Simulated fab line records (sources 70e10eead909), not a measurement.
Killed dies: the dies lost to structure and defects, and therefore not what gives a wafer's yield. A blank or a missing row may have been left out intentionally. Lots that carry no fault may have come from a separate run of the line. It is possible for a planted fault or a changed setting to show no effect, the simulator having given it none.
Matching of chambers :: flow nand-harc :: NHARC_THIN_TSV_ETCHBACK_48 on rie-diel-04: 4 sister chambers
The step etches the open film in C4F8/Ar, target depth 1028.5 nm, time 405.17 s. 4 wafers are shown with their chamber, then 7 later ones without.

== WAFERS PAIRED WITH THEIR CHAMBERS ==
wafer: L207.5
chamber: 2
rf-vpp-V (V): 542

wafer: L213.4
chamber: 1
rf-vpp-V (V): 546

wafer: L213.6
chamber: 3
rf-vpp-V (V): 554

wafer: L218.5
chamber: 0
rf-vpp-V (V): 542

== WAFERS WITH NO CHAMBER GIVEN ==
wafer: L218.6
rf-vpp-V (V): 545

wafer: L214.2
rf-vpp-V (V): 546

wafer: L214.4
rf-vpp-V (V): 553

wafer: L214.6
rf-vpp-V (V): 545

wafer: L226.1
rf-vpp-V (V): 542

wafer: L226.2
rf-vpp-V (V): 543

wafer: L226.4
rf-vpp-V (V): 553

== CHAMBER TAKEN BY EACH ==
wafer: L218.6
from the rows above: 1
in truth: 1

wafer: L214.2
from the rows above: 1
in truth: 1

wafer: L214.4
from the rows above: 3
in truth: 3

wafer: L214.6
from the rows above: 1
in truth: 1

wafer: L226.1
from the rows above: can't be placed: 0 or 2
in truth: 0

wafer: L226.2
from the rows above: can't be placed: 0 or 2
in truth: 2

wafer: L226.4
from the rows above: 3
in truth: 3
5 of 7 placed correctly. Cannot be placed on the basis of these rows: 2; the candidates contain the true chamber in 2. Placed wrongly: 0.
How it was worked out, from the rows above alone: a wafer's distance from a chamber is the root of the sum, over the readings, of the square of ((its reading less the chamber's mean) divided by the reading's scatter). The wafer belongs to the nearest chamber; if the next one is less than 2 further off, it can't be placed. A chamber's mean is the mean of its shown wafers. The scatter (one wafer shown for each chamber): square how far every hidden wafer sits from the nearest shown wafer, average those squares and take the square root.
